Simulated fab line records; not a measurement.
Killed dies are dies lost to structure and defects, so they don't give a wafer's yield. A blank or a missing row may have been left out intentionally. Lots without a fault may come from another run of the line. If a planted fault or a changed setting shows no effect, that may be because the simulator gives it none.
Matching of chambers :: flow n5 finfet :: N5_BEOL_M0_SAQP_SPACER1_ALD_98 on ald sin-03: 4 sister chambers
The step deposits SiO2, target thk 12.8 nm, pulse time 1 s, purge time 2 s. 22 wafers are shown with their chamber, then 11 later ones without.

## EACH WAFER AND ITS CHAMBER
wafer: L075.3
chamber: 3
heater power w (W): 487
precursor pulse height rel: 1.033
chamber pressure Torr (Torr): 1.996

wafer: L075.4
chamber: 0
heater power w (W): 453
precursor pulse height rel: 1.024
chamber pressure Torr (Torr): 2.007

wafer: L075.6
chamber: 3
heater power w (W): 476
precursor pulse height rel: 1.029
chamber pressure Torr (Torr): 2.001

wafer: L078.1
chamber: 0
heater power w (W): 459
precursor pulse height rel: 0.986
chamber pressure Torr (Torr): 1.997

wafer: L078.3
chamber: 2
heater power w (W): 404
precursor pulse height rel: 0.960
chamber pressure Torr (Torr): 2.006

wafer: L078.6
chamber: 1
heater power w (W): 405
precursor pulse height rel: 0.993
chamber pressure Torr (Torr): 1.995

wafer: L079.1
chamber: 1
heater power w (W): 399
precursor pulse height rel: 0.989
chamber pressure Torr (Torr): 2.004

wafer: L079.3
chamber: 3
heater power w (W): 487
precursor pulse height rel: 1.019
chamber pressure Torr (Torr): 1.999

wafer: L079.5
chamber: 0
heater power w (W): 467
precursor pulse height rel: 0.991
chamber pressure Torr (Torr): 1.996

wafer: L081.2
chamber: 3
heater power w (W): 483
precursor pulse height rel: 1.016
chamber pressure Torr (Torr): 2.008

wafer: L081.5
chamber: 1
heater power w (W): 387
precursor pulse height rel: 0.999
chamber pressure Torr (Torr): 1.999

wafer: L081.6
chamber: 0
heater power w (W): 463
precursor pulse height rel: 0.974
chamber pressure Torr (Torr): 2.005

wafer: L084.3
chamber: 3
heater power w (W): 494
precursor pulse height rel: 1.001
chamber pressure Torr (Torr): 1.997

wafer: L084.4
chamber: 2
heater power w (W): 396
precursor pulse height rel: 1.004
chamber pressure Torr (Torr): 1.998

wafer: L084.6
chamber: 2
heater power w (W): 398
precursor pulse height rel: 0.982
chamber pressure Torr (Torr): 2.007

wafer: L085.2
chamber: 0
heater power w (W): 471
precursor pulse height rel: 0.993
chamber pressure Torr (Torr): 2.001

wafer: L085.4
chamber: 3
heater power w (W): 486
precursor pulse height rel: 0.983
chamber pressure Torr (Torr): 1.992

wafer: L085.5
chamber: 1
heater power w (W): 401
precursor pulse height rel: 1.022
chamber pressure Torr (Torr): 1.999

wafer: L089.1
chamber: 0
heater power w (W): 470
precursor pulse height rel: 1.018
chamber pressure Torr (Torr): 2.006

wafer: L089.5
chamber: 3
heater power w (W): 502
precursor pulse height rel: 0.985
chamber pressure Torr (Torr): 2.000

wafer: L089.6
chamber: 0
heater power w (W): 456
precursor pulse height rel: 1.019
chamber pressure Torr (Torr): 2.002

wafer: L091.1
chamber: 2
heater power w (W): 399
precursor pulse height rel: 0.995
chamber pressure Torr (Torr): 1.993

SIGNATURES (averages over the wafers above)
reading: heater power w
chamber 0: 462.71
chamber 1: 398.00
chamber 2: 399.25
chamber 3: 487.86
scatter within a chamber: 7.13

reading: precursor pulse height rel
chamber 0: 1.00071
chamber 1: 1.00075
chamber 2: 0.98525
chamber 3: 1.00943
scatter within a chamber: 0.0189

reading: chamber pressure Torr
chamber 0: 2.00200
chamber 1: 1.99925
chamber 2: 2.00100
chamber 3: 1.99900
scatter within a chamber: 0.00491
Rule: distance of a wafer from a chamber = root of the sum over the readings of ((wafer's reading minus chamber's mean) / reading's scatter) squared. The wafer belongs to the nearest chamber; if the next one is less than 2 further off, it can't be placed. The scatter: the root of (the sum of the squares of (reading less its chamber's mean) over the shown wafers, divided by (wafers less chambers)).

## WAFERS WHOSE CHAMBER IS MISSING
wafer: L091.2
heater power w (W): 494
precursor pulse height rel: 1.006
chamber pressure Torr (Torr): 2.004

wafer: L091.6
heater power w (W): 489
precursor pulse height rel: 0.995
chamber pressure Torr (Torr): 1.999

wafer: L092.1
heater power w (W): 409
precursor pulse height rel: 1.023
chamber pressure Torr (Torr): 2.006

wafer: L092.3
heater power w (W): 488
precursor pulse height rel: 0.972
chamber pressure Torr (Torr): 2.011

wafer: L092.4
heater power w (W): 474
precursor pulse height rel: 0.988
chamber pressure Torr (Torr): 2.005

wafer: L094.1
heater power w (W): 469
precursor pulse height rel: 1.000
chamber pressure Torr (Torr): 1.996

wafer: L094.2
heater power w (W): 483
precursor pulse height rel: 1.019
chamber pressure Torr (Torr): 1.997

wafer: L094.3
heater power w (W): 388
precursor pulse height rel: 1.000
chamber pressure Torr (Torr): 2.002

wafer: L096.2
heater power w (W): 404
precursor pulse height rel: 0.986
chamber pressure Torr (Torr): 1.999

wafer: L096.4
heater power w (W): 471
precursor pulse height rel: 0.996
chamber pressure Torr (Torr): 1.999

wafer: L096.5
heater power w (W): 396
precursor pulse height rel: 0.971
chamber pressure Torr (Torr): 1.996

## EACH ONE'S CHAMBER
wafer: L091.2
from the rows above: 3
in truth: 3

wafer: L091.6
from the rows above: 3
in truth: 3

wafer: L092.1
from the rows above: can't be placed: 1 or 2
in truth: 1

wafer: L092.3
from the rows above: can't be placed: 3 or 0
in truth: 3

wafer: L092.4
from the rows above: can't be placed: 0 or 3
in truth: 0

wafer: L094.1
from the rows above: can't be placed: 0 or 3
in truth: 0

wafer: L094.2
from the rows above: 3
in truth: 3

wafer: L094.3
from the rows above: can't be placed: 1 or 2
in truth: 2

wafer: L096.2
from the rows above: can't be placed: 2 or 1
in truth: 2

wafer: L096.4
from the rows above: can't be placed: 0 or 3
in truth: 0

wafer: L096.5
from the rows above: can't be placed: 2 or 1
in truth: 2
Placed correctly: 3 of 11. From these rows, 8 cannot be placed; in 8 the true chamber is one of the candidates. Placed wrongly: 0.
